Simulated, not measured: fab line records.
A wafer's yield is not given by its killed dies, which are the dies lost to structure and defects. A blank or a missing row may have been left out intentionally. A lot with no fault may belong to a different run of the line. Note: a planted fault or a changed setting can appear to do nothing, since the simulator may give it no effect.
Comparing a struck lot with a sound one | flow nand-harc | 16 steps out of a route of 1302
Sound: these wafers, L599.1, L599.2, L599.3. Struck: wafer L603.6. (L603.2, L603.3 of the same lot were not struck and are left out.) The cause comes at the end.
For every step that has rows: the tool of each side, followed by ch and its chambers, followed by its first start. Under that, the readings that differ: sound wafers | struck wafers | difference of the means | sigmas: that difference in standard deviations of wafers without a fault.
alike: words and numbers the same on both sides, and readings whose means are apart by under 2 such deviations; not compared: readings that were withheld, readings missing a value for some wafer, numbers with overlapping values and no deviation given by the record, and bounds like >300 which may hide the same value.
The two part at a step that has a row with sigmas, a row that says differs or no value, or rows on one side only. Non-overlapping numbers with no deviation appear without sigmas and do not part them. A reading that every wafer of one side lacks parts them only if that side has two wafers or more.

first, 6 steps without rows for these wafers: NHARC_A_CHANNEL_HOLE_D1_COAT_04 (resist thk 90 nm); NHARC_A_CHANNEL_HOLE_D1_SOFTBAKE_05 (time 55 s); NHARC_A_CHANNEL_HOLE_D1_EBR_06; NHARC_A_CHANNEL_HOLE_D1_EXPOSE_07 (exposes mask HOLE D1, target cd 100 nm); NHARC_A_CHANNEL_HOLE_D1_PEB_08 (peb time 65 s); NHARC_A_CHANNEL_HOLE_D1_DEVELOP_09 (develop time 35 s).
NHARC_A_CHANNEL_HOLE_D1_CD_MEAS_10 targets a cd of 100 nm.
  sound on cd-sem-03 ch 0, day 8 21:27; struck on cd-sem-03 ch 0, day 10 11:46
  alike: cd-nm
NHARC_A_CHANNEL_HOLE_D1_OVL_MEAS_11:
  sound on overlay-02 at day 8 21:32; struck on overlay-01 at day 10 11:51
  alike: overlay-x-nm, overlay-y-nm
NHARC_A_CHANNEL_HOLE_D1_INSPECT_12:
  sound on defect-inspect-01 at day 8 21:34; struck on defect-inspect-01 at day 10 11:53
  alike: raw-defect-count
NHARC_A_CHANNEL_HOLE_D1_DESCUM_15: chemistry O2, time 3 s.
  sound on rie-diel-05 ch 1,2,3, day 8 21:38; struck on rie-diel-05 ch 1, day 10 11:58
  alike: drypump-motor-current-A, o2-flow-sccm, oes-product-au, rf-vpp-V, showerhead-plenum-p-Torr, throttle-valve-pct
  not compared: rf-hours-counter-h
NHARC_A_CHANNEL_HOLE_D1_ETCH_38: etches the open film in CF4, target depth 39 nm, time 65 s.
  sound on rie-diel-05 ch 0,2,3, day 8 21:43; struck on rie-diel-05 ch 3, day 10 12:02
  alike: drypump-motor-current-A, oes-product-au, rf-fwd-power-W, rf-vpp-V, showerhead-plenum-p-Torr, throttle-valve-pct
  not compared: rf-hours-counter-h
NHARC_A_CHANNEL_HOLE_D1_ETCH_39: etches the open film in N2/H2, target depth 260 nm, time 325 s.
  sound: rie-diel-05 ch 0,2,3; struck: rie-diel-05 ch 2
  alike: drypump-motor-current-A, oes-product-au, rf-fwd-power-W, rf-vpp-V, showerhead-plenum-p-Torr, throttle-valve-pct
  not compared: rf-hours-counter-h
NHARC_A_CHANNEL_HOLE_D1_ETCH_34: etches the open film in CF4/CHF3, target depth 154 nm, time 77 s.
  sound on rie-diel-05 ch 0,1,2, day 8 22:04; struck on rie-diel-05 ch 2, day 10 12:23
  reading                            | sound             | struck | difference | sigmas
  oes-product-au (a.u.)              | 0.952 0.959 0.947 | 0.730  | -0.223     | -9
  rf-fwd-power-W (W)                 | 494.9 497.9 494.5 | 296.5  | -199.3     | -99 or more
  model.A_CHANNEL_HOLE_D1.cd-nm (nm) | 99.11 100.8 98.28 | 94.05  | -5.35      |
  alike: drypump-motor-current-A, rf-vpp-V, showerhead-plenum-p-Torr, throttle-valve-pct
  not compared: rf-hours-counter-h
NHARC_A_CHANNEL_HOLE_D1_ETCH_16: etches the open film in O2/COS, target depth 3100 nm, time 806 s.
  sound: rie-diel-05 ch 1,2,3; struck: rie-diel-05 ch 3
  reading                            | sound                | struck | difference | sigmas
  throttle-valve-pct (%)             | 28.318 28.331 28.311 | 28.340 | +0.020     | +2
  model.A_CHANNEL_HOLE_D1.cd-nm (nm) | 99.46 99.44 96.01    | 93.33  | -4.97      |
  alike: drypump-motor-current-A, o2-flow-sccm, oes-product-au, rf-fwd-power-W, rf-vpp-V, showerhead-plenum-p-Torr
  not compared: rf-hours-counter-h
NHARC_A_CHANNEL_HOLE_D1_CD_MEAS_18:
  sound on cd-sem-03 at day 8 22:44; struck on cd-sem-01 at day 10 13:03
  reading    | sound          | struck | difference | sigmas
  cd-nm (nm) | 99.5 99.5 96.1 | 93.4   | -5.0       | -2
-- the record jumps here: 17 days lie between the struck wafers' starts before and after (it left off in module A_CHANNEL_HOLE_D1 and takes up again in module END, whose first step shown is number 1302 of the route) --
NHARC_END_SORT_01:
  here the record holds rows for the struck wafers (prober-01 ch 0, day 27 11:36) but none for the sound ones

WHERE THEY PART
Last at NHARC_END_SORT_01 as far as this record goes, first at NHARC_A_CHANNEL_HOLE_D1_ETCH_34.

WHY: what had been put in by the simulator
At NHARC_A_CHANNEL_HOLE_D1_ETCH_34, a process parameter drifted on rie-diel-05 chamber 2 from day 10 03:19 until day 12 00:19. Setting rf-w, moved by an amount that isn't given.
